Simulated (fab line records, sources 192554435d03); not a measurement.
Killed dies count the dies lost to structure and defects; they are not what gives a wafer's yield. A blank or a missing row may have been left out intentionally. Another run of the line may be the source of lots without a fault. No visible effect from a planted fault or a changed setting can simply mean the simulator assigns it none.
Chamber matching ; flow n5 finfet ; rie diel-03 running N5_BEOL_M9_ETCH_62: 4 sister chambers
The step etches SOC in N2/H2, target depth 110 nm, overetch 22 nm, time 165 s. 4 wafers are shown with their chamber, then 11 later ones without.

== EACH WAFER AND ITS CHAMBER ==
wafer;chamber;showerhead plenum p Torr (Torr)
L087.3;0;2.46
L088.4;1;2.53
L088.5;2;2.43
L090.1;3;2.63

== WAFERS WITH NO CHAMBER GIVEN ==
wafer;showerhead plenum p Torr (Torr)
L090.3;2.52
L090.5;2.52
L093.2;2.52
L093.3;2.63
L093.5;2.45
L092.2;2.43
L092.3;2.52
L092.6;2.45
L096.1;2.52
L096.2;2.45
L096.5;2.45

== THE CHAMBER EACH PASSED THROUGH ==
wafer;from the rows above;in truth
L090.3;1;1
L090.5;1;1
L093.2;1;1
L093.3;3;3
L093.5;can't be placed: 0 or 2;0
L092.2;2;2
L092.3;1;1
L092.6;can't be placed: 0 or 2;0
L096.1;1;1
L096.2;can't be placed: 0 or 2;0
L096.5;can't be placed: 0 or 2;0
7 of 11 placed correctly. Unplaceable from these rows: 4, with the true chamber sitting among the candidates in 4. Placed wrongly: 0.
How it was worked out, from the rows above alone: a wafer's distance from a chamber is the root of the sum, over the readings, of the square of ((its reading less the chamber's mean) divided by the reading's scatter). The wafer belongs to the nearest chamber; if the next one is less than 2 further off, it can't be placed. A chamber's mean is the mean of its shown wafers. The scatter: with one shown wafer a chamber, the root of the mean of the squares of how far each hidden wafer lies from its nearest shown one.
